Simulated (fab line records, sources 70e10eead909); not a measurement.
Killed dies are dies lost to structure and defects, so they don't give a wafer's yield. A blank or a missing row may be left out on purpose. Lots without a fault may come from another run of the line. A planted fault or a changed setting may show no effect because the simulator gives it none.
Chamber matching | flow nand_harc | NHARC_A_SGD_CUT_ETCHBACK_24 on rie_diel-05: 4 sister chambers
The step etches the open film in CH3F/O2, target depth 50 nm, time 92.857 s. 8 wafers are shown with their chamber, then 7 later ones without.

WAFERS WITH THEIR CHAMBER
wafer  | chamber | drypump_motor_current_A (A) | rf_vpp_V (V)
L078.3 | 3       | 5.8                         | 246.4
L080.5 | 2       | 5.9                         | 240.9
L081.6 | 1       | 5.9                         | 243.2
L085.1 | 1       | 5.9                         | 242.5
L085.2 | 0       | 5.8                         | 242.0
L085.5 | 0       | 5.7                         | 241.9
L093.1 | 3       | 5.8                         | 246.5
L093.4 | 2       | 5.9                         | 243.2

WAFERS WITHOUT THEIR CHAMBER
wafer  | drypump_motor_current_A (A) | rf_vpp_V (V)
L093.6 | 5.9                         | 242.2
L095.1 | 6.0                         | 242.4
L095.3 | 5.8                         | 246.9
L095.5 | 5.9                         | 243.0
L097.1 | 5.9                         | 241.8
L097.4 | 5.9                         | 243.7
L097.5 | 5.8                         | 241.8

WHICH CHAMBER EACH WENT THROUGH
wafer  | from the rows above          | in truth
L093.6 | can't be placed: 2 or 1      | 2
L095.1 | can't be placed: 2 or 1      | 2
L095.3 | 3                            | 3
L095.5 | can't be placed: 1 or 2      | 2
L097.1 | can't be placed: 2 or 1      | 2
L097.4 | can't be placed: 1 or 2      | 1
L097.5 | can't be placed: 0 or 2 or 1 | 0
Placed correctly: 1 of 7. Can't be placed from these rows: 6 (the true chamber is among the candidates in 6). Placed wrongly: 0.
How it was worked out, from the rows above alone: a wafer's distance from a chamber is the root of the sum, over the readings, of the square of ((its reading less the chamber's mean) divided by the reading's scatter). The wafer belongs to the nearest chamber; if the next one is less than 2 further off, it can't be placed. A chamber's mean is the mean of its shown wafers. The scatter: the root of (the sum of the squares of (reading less its chamber's mean) over the shown wafers, divided by (wafers less chambers)).
